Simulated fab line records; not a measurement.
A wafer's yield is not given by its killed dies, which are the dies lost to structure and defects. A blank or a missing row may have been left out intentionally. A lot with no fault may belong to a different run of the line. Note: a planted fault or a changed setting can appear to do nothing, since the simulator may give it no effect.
Which tool was responsible? -- flow n5Finfet -- route of 1938 steps, sampled at 1 step: 10 lots, 26 wafers

WHAT THE GAUGES READ, wafer by wafer
N5_DUMMY_REMOVAL_INSPECT_06: inspects for defects (brightfield).
lot,measured,on,rawDefectCount
L698,day 4 12:17,defectInspect-01,12 9
L699,day 5 01:16,defectInspect-02,12 8 14
L700,day 5 05:10,defectInspect-02,15 19 14
L702,day 5 11:59,defectInspect-02,10 9 9
L703,day 5 23:56,defectInspect-02,21 9 15
L713,day 8 09:05,defectInspect-02,11 11 11
L715,day 8 16:18,defectInspect-02,6 15
L716,day 9 01:50,defectInspect-02,12 11 13
L717,day 9 03:17,defectInspect-01,14 12
L718,day 9 10:44,defectInspect-02,7 9

TOOL THAT RAN EACH LOT (tool first, then ch and the chambers of the sampled wafers, then the start)
The record shows no process step preceding these readings.

THE ANSWER, worked out from the rows above alone
Rule: the usual values come from the lots themselves. The widest of any qualifying gaps counts: lots, ordered by their means at a reading, are off when they make up no more than a third of the lots, leave a main group of 4 or more, and stand apart from it by 3 or more times the standard deviation of that group's means. The tables above print the reading to a certain number of digits; a main group whose means all agree to those digits is not used. A lot without any number at a reading at which 4 lots or more have one is off too. Any other lot the step has rows for is counted as sound.
Across all readings shown, no lot is off: no conclusion can be drawn from this.

WHAT WAS PUT IN BY THE SIMULATOR
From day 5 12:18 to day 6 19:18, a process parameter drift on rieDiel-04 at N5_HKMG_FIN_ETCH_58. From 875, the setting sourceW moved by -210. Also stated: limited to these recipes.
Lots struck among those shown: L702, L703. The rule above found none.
